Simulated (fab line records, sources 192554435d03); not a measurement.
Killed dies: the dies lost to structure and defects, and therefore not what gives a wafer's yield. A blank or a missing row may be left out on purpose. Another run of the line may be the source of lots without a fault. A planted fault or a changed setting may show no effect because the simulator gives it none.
Matching of chambers + flow n5_finfet + pecvd-03 running N5_GATE_CUT_HM_DEP_46: 3 sister chambers
The step deposits SiO2 from TEOS/O2, target thk 130 nm, time 26.6 s. 6 wafers are shown with their chamber, then 11 later ones without.

## WAFERS WITH THEIR CHAMBER
| wafer  | chamber | throttle_valve_pct (%) | showerhead_plenum_p_Torr (Torr) |
|--------|---------|------------------------|---------------------------------|
| L086.2 | 2       | 16.3                   | 8.35                            |
| L086.4 | 2       | 16.7                   | 8.37                            |
| L092.1 | 0       | 19.9                   | 8.34                            |
| L092.3 | 1       | 18.0                   | 8.30                            |
| L092.6 | 0       | 19.6                   | 8.34                            |
| L094.2 | 1       | 18.0                   | 8.33                            |

## WAFERS WITH NO CHAMBER GIVEN
| wafer  | throttle_valve_pct (%) | showerhead_plenum_p_Torr (Torr) |
|--------|------------------------|---------------------------------|
| L094.3 | 19.9                   | 8.35                            |
| L094.6 | 18.1                   | 8.31                            |
| L095.1 | 20.0                   | 8.34                            |
| L095.2 | 16.8                   | 8.38                            |
| L095.3 | 18.2                   | 8.31                            |
| L095.4 | 19.9                   | 8.33                            |
| L095.5 | 16.6                   | 8.35                            |
| L095.6 | 18.0                   | 8.31                            |
| L096.1 | 18.0                   | 8.33                            |
| L096.2 | 16.7                   | 8.36                            |
| L096.4 | 16.8                   | 8.34                            |

## WHICH CHAMBER EACH ONE RAN IN
| wafer  | from the rows above | in truth |
|--------|---------------------|----------|
| L094.3 | 0                   | 0        |
| L094.6 | 1                   | 1        |
| L095.1 | 0                   | 0        |
| L095.2 | 2                   | 2        |
| L095.3 | 1                   | 1        |
| L095.4 | 0                   | 0        |
| L095.5 | 2                   | 2        |
| L095.6 | 1                   | 1        |
| L096.1 | 1                   | 1        |
| L096.2 | 2                   | 2        |
| L096.4 | 2                   | 2        |
Correct placement for 11 of the 11. Number that these rows cannot place: 0. Number placed wrongly: 0.
How it was worked out, from the rows above alone: a wafer's distance from a chamber is the root of the sum, over the readings, of the square of ((its reading less the chamber's mean) divided by the reading's scatter). If the next closest chamber is less than 2 further off than the closest, the wafer can't be placed; otherwise it belongs to the closest. Each chamber's mean is taken over the wafers shown for it. The scatter: the root of (the sum of the squares of (reading less its chamber's mean) over the shown wafers, divided by (wafers less chambers)).
